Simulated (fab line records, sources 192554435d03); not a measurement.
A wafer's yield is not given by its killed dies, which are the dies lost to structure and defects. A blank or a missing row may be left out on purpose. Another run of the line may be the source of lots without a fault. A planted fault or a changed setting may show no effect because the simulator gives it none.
The tool behind it: which one?    flow n5-finfet    72 wafers sampled from 24 lots at 1 step of a route of 1938

## WHAT THE GAUGES SHOWED, per wafer
N5_BEOL_M8_CD_MEAS_11: the cd target is 38.5 nm. Usual: cd-nm at 38.4 nm, with a standard deviation of 0.56.
lot   measured      on         cd-nm (nm)      flag
L074  day 9 04:12   cd-sem-01  38.0 38.0 38.3  
L075  day 9 13:20   cd-sem-02  38.4 38.9 38.7  
L076  day 10 06:42  cd-sem-02  39.0 39.0 38.2  
L077  day 10 12:43  cd-sem-01  37.7 37.5 37.3  
L080  day 10 17:38  cd-sem-01  39.1 38.6 39.1  
L079  day 10 21:11  cd-sem-01  39.0 38.4 38.7  
L078  day 10 21:18  cd-sem-01  39.1 39.5 39.9  
L081  day 11 06:40  cd-sem-01  38.4 39.4 38.2  
L083  day 11 09:51  cd-sem-02  37.7 38.7 38.1  
L082  day 11 14:01  cd-sem-01  38.3 38.4 38.5  
L084  day 11 22:28  cd-sem-01  38.6 37.9 38.4  
L085  day 11 23:47  cd-sem-03  38.9 39.1 38.2  
L086  day 12 17:14  cd-sem-03  38.6 37.8 38.0  
L087  day 12 19:32  cd-sem-03  38.9 38.1 38.3  
L088  day 12 23:55  cd-sem-01  38.0 37.3 38.3  
L089  day 13 00:23  cd-sem-01  38.3 38.6 38.7  
L091  day 13 03:47  cd-sem-03  37.3 38.8 38.0  
L090  day 13 09:38  cd-sem-03  38.5 38.5 39.2  
L092  day 13 17:07  cd-sem-01  38.5 40.2 39.3  
L093  day 14 06:11  cd-sem-03  38.4 38.1 37.7  
L095  day 14 16:17  cd-sem-01  38.7 38.5 38.5  
L094  day 15 06:19  cd-sem-03  38.7 38.6 38.4  
L096  day 15 16:11  cd-sem-03  37.9 38.8 38.2  
L097  day 15 17:57  cd-sem-02  37.2 38.1 37.8  

## WHAT TOOL EACH LOT RAN ON (gives the tool, then ch and the chambers of the sampled wafers, and finally the start)
No process step before these readings appears in the record.

## WHAT THE TOOLS THEMSELVES READ (means of the sampled wafers that have a number; where no wafer has one, the mark that the record gives instead)
The record holds no such reading with a usual standard deviation.

## THE ANSWER, worked out from the rows above alone
Rule: a lot counts as off when the mean over its wafers that have a number is more than 3 standard deviations away from the usual mean. Also off: a lot with no number at a reading for which 4 or more lots have one. The other lots that the step has rows for count as sound. First the gauges in route order, then the tools' own readings, where a lot's mean is used as printed above. At the first step where some lot is off, the reading lying furthest off is the one used; lots without a number count as furthest.
Nothing can be told from this: no lot is off at any reading shown.

## WHAT THE SIMULATOR HAD INSERTED
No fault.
